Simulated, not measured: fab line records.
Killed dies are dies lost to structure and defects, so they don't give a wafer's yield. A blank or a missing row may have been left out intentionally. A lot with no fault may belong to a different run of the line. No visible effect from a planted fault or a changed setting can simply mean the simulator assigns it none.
Lot-split experiment | flow n5Finfet | route with 1938 steps; 7 lots, 21 wafers read

## ON THE SPLIT
At N5_BEOL_M3_VIA_ETCH_34 (etches the open film in C4F6/O2, target depth 69.4 nm, time 65.9 s), the setting timeS was moved away from the recipe's 65.9 s on 10 of the 21 wafers read, by -17.9% to +21.1%. All remaining wafers had this setting at the recipe value.

The reading comes from the split's own step.

## THE READING
SOC_of_BEOL_M3_COAT_67.thkNm (the simulator's own value, which no gauge read), in nm, at N5_BEOL_M3_VIA_ETCH_34 (etches the open film in C4F6/O2, target depth 69.4 nm, time 65.9 s). The file gives no usual value for it. Average 51.8 nm, standard deviation 0.24 nm, over the 11 wafers here run with the recipe.

wafer  | tool, chamber at the split | timeS as run, s | against the recipe | SOC_of_BEOL_M3_COAT_67.thkNm, nm | against lot-mates on the recipe
L077.1 | rieDiel-02, 3              | 65.9            | recipe             | 51.6                             | -
L077.2 | rieDiel-02, 0              | 56.46           | -14.3%             | 53.2                             | +1.6
L077.6 | rieDiel-02, 0              | 56.46           | -14.3%             | 53                               | +1.4
L081.1 | rieDiel-02, 2              | 65.9            | recipe             | 51.8                             | -
L081.4 | rieDiel-02, 0              | 65.9            | recipe             | 52.2                             | -
L081.6 | rieDiel-02, 3              | 65.9            | recipe             | 51.6                             | -
L080.1 | rieDiel-04, 2              | 54.09           | -17.9%             | 53.2                             | no lot-mate on the recipe
L080.3 | rieDiel-04, 0              | 54.09           | -17.9%             | 53.4                             | no lot-mate on the recipe
L080.4 | rieDiel-04, 1              | 54.09           | -17.9%             | 53.2                             | no lot-mate on the recipe
L086.1 | rieDiel-02, 3              | 65.9            | recipe             | 52                               | -
L086.3 | rieDiel-02, 0              | 77.95           | +18.3%             | 50.6                             | -1.5
L086.5 | rieDiel-02, 0              | 65.9            | recipe             | 52.2                             | -
L090.2 | rieDiel-02, 0              | 77.16           | +17.1%             | 50.6                             | -1.4
L090.3 | rieDiel-02, 3              | 65.9            | recipe             | 52                               | -
L090.5 | rieDiel-02, 2              | 77.16           | +17.1%             | 50.6                             | -1.4
L092.2 | rieDiel-05, 1              | 79.83           | +21.1%             | 49.8                             | -2.0
L092.4 | rieDiel-05, 3              | 79.83           | +21.1%             | 50.2                             | -1.6
L092.6 | rieDiel-05, 0              | 65.9            | recipe             | 51.8                             | -
L096.1 | rieDiel-02, 1              | 65.9            | recipe             | 51.4                             | -
L096.2 | rieDiel-02, 2              | 65.9            | recipe             | 51.8                             | -
L096.6 | rieDiel-02, 3              | 65.9            | recipe             | 51.8                             | -

THE FIT
A straight line over all 21 wafers: SOC_of_BEOL_M3_COAT_67.thkNm changes by -0.0803 nm for each +1% of timeS; r = -0.98; the points scatter about the line by 0.22 nm.
The same after taking each lot's own level away (the mean of its wafers on the recipe; 18 wafers): -0.0891 nm for each +1%; r = -0.98; scatter 0.18 nm.
The reading moves by 1.9 nm for the largest change in timeS, on that fit.
Measured against the standard deviation above, the lots' own levels, which go from 51.60 to 52.10 nm, span 2.1 times it.
The two slopes agree, so the slope changes little with the lot-to-lot level.
Check: with one of the wafers moved furthest among these (+21.1%) left out of the fit, the line predicts -1.78 nm for it against its lot-mates. It came out at -2 nm against them.

## OTHER SPLITS APPLIED TO THESE WAFERS
Other splits were also applied to these wafers ahead of the reading. Each is held against what the fit with the lots' levels taken away leaves over:
other split on the same wafers   | wafers away from the commonest value | r with SOC_of_BEOL_M3_COAT_67.thkNm (lot level and that fit taken away)
N5_BEOL_M0_SAQP_EXPOSE_37 doseMj | 7                                    | +0.46
N5_BEOL_M0_ETCH_138 sourceW      | 9                                    | -0.45
N5_BEOL_M0_ETCH_128 sourceW      | 4                                    | +0.37
N5_BEOL_M1_ALD_98 aldCycles      | 6                                    | +0.17
N5_BEOL_M1_TRENCH_ETCH_37 timeS  | 8                                    | -0.10
N5_BEOL_M3_PECVD_72 tempC        | 9                                    | -0.13

## THE WHOLE CHAIN: every reading that the file lists as answering this split, in the file's order
step                   | what it does                                                       | reading                                                                       | change (the file's fit)                | r (the file's)
N5_BEOL_M3_VIA_ETCH_34 | etches the open film in C4F6/O2, target depth 69.4 nm, time 65.9 s | etch.depthNm (the simulator's own value, which no gauge read)                 | +0.695 nm for each +1% of the setting  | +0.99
N5_BEOL_M3_VIA_ETCH_34 | etches the open film in C4F6/O2, target depth 69.4 nm, time 65.9 s | SOC_of_BEOL_M3_COAT_67.thkNm (the simulator's own value, which no gauge read) | -0.0867 nm for each +1% of the setting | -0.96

## FILE'S OWN FIT
SOC_of_BEOL_M3_COAT_67.thkNm changes by -0.0867 nm for each +1% of timeS, r = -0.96.
